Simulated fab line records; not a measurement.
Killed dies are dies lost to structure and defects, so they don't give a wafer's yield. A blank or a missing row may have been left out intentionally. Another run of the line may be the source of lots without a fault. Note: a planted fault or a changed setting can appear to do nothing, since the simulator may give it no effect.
A lot that was struck, set against a sound lot / flow n5 finfet / 17 out of 1938 route steps
Sound: the wafers L885.1, L885.4, L885.6. Struck: wafer L898.5. (L898.2 of the same lot was not struck and is left out.) The cause comes at the end.
Each step with rows lists, per side, the tool, then ch with its chambers, then its first start. Under that, the readings that differ: sound wafers / struck wafers / difference of the means / sigmas: that difference in standard deviations of wafers without a fault.
alike: a reading whose means differ by less than 2 such deviations, as well as words and numbers matching on both sides. not compared: withheld readings; readings where some wafer has no value; bounds like >300 that might hide an equal value; numbers whose values overlap and for which the record gives no deviation.
A row with sigmas, a row that says differs or no value, or rows on one side alone: a step with any of these is where the two part. When numbers do not overlap yet have no deviation, they are printed without sigmas and do not part them. A reading missing from all wafers of one side parts the sides only when that side holds two or more wafers.

first, 4 steps without rows for these wafers: N5_BEOL_M7_HM_STRIP_39 (strips TiN in peroxide tin strip, target depth 25 nm, time 158 s); N5_BEOL_M7_SRD_40 (time 30 s); N5_BEOL_M7_PRECLEAN_42 (cleans in residue remover, time 60 s); N5_BEOL_M7_SRD_43 (time 30 s).
N5_BEOL_M7_CD_MEAS_35: the cd target is 40 nm.
  struck on cd sem-02, day 16 10:39; sound on cd sem-03, day 12 22:35
reading=cd nm (nm); sound=40.9 40.8 41.6; struck=39.3; difference=-1.8; sigmas=-2
then, 1 step without rows for these wafers: N5_BEOL_M7_CURE_75 (cures SiCOH lowk, time 120 s).
N5_BEOL_M7_DEGAS_44: time 60 s.
  struck on pvd sputter-02, day 16 11:41; sound on pvd sputter-03, day 13 00:08
  alike: heater power w
N5_BEOL_M7_PRE_CLEAN_45: time 30 s.
  struck on pvd sputter-02, day 16 11:43; sound on pvd sputter-03, day 13 00:11
  alike: heater power w
then, 1 step without rows for these wafers: N5_BEOL_M7_ALD_77 (deposits TaN, target thk 2 nm, pulse time 2 s, purge time 3 s).
N5_BEOL_M7_SURFACE_TREAT_79:
  struck on pvd sputter-01, day 16 13:28; sound on pvd sputter-01, day 13 00:46
  not compared: pressure mtorr, throttle valve pct
then, 1 step without rows for these wafers: N5_BEOL_M7_CVD_78 (deposits Co from CCTBA/H2, target thk 2 nm, time 142.3 s).
N5_BEOL_M7_SPUTTER_48: material Cu, target thk 10 nm, time 1.667 s.
  struck on pvd sputter-01, day 16 13:44; sound on pvd sputter-02, day 13 01:16
reading=cathode dc power W (W); sound=25995 26004 26004; struck=25990; difference=-11; sigmas=-2
reading=throttle valve pct (%); sound=29.2 30.5 29.4; struck=30.9; difference=+1.2; sigmas=+2
N5_BEOL_M7_ECD_50: material Cu, target thk 300 nm.
  sound on ecd cu-01 ch 0,1, day 13 01:22; struck on ecd cu-01 ch 0, day 16 13:51
reading=model.Cu_of_BEOL_M7_ECD_50.thk nm (nm); sound=302.6 299.4 302.6; struck=208.6; difference=-92.9; sigmas=
N5_BEOL_M7_ANNEAL_51: time 90 s.
  sound on rtp anneal-01 ch 0, day 13 01:30; struck on rtp anneal-01 ch 0, day 16 13:59
  alike: wafer_temp_C_max
N5_BEOL_M7_CMP_52: polishes, stops on SiCOH lowk, t overpolish 6.9 s, target thk 80 nm.
  sound on cmp-03 ch 0,1,2, day 13 01:53; struck on cmp-03 ch 1, day 16 14:15
reading=time to endpoint s (s); sound=68 69 65; struck=46; difference=-21; sigmas=-6
  alike: motor current A
  not compared: pad life wafers
N5_BEOL_M7_THK_MEAS_53: measures by xrf.
  struck on film metro-02, day 16 14:32; sound on film metro-02, day 13 02:05
  alike: M7_THK
-- here the record skips 3 days between the struck wafers' starts before and after, leaving off in module BEOL_M7 and picking up in module PASSIVATION (first step shown: number 1936 of the route) --
N5_PASSIVATION_PROBE_49:
  the record has rows for the struck wafers here (prober-01, day 19 15:57) and none for the sound ones

== WHERE THEY PART ==
First at N5_BEOL_M7_CD_MEAS_35; last, within this record, at N5_PASSIVATION_PROBE_49.

WHY: whatever the simulator had introduced
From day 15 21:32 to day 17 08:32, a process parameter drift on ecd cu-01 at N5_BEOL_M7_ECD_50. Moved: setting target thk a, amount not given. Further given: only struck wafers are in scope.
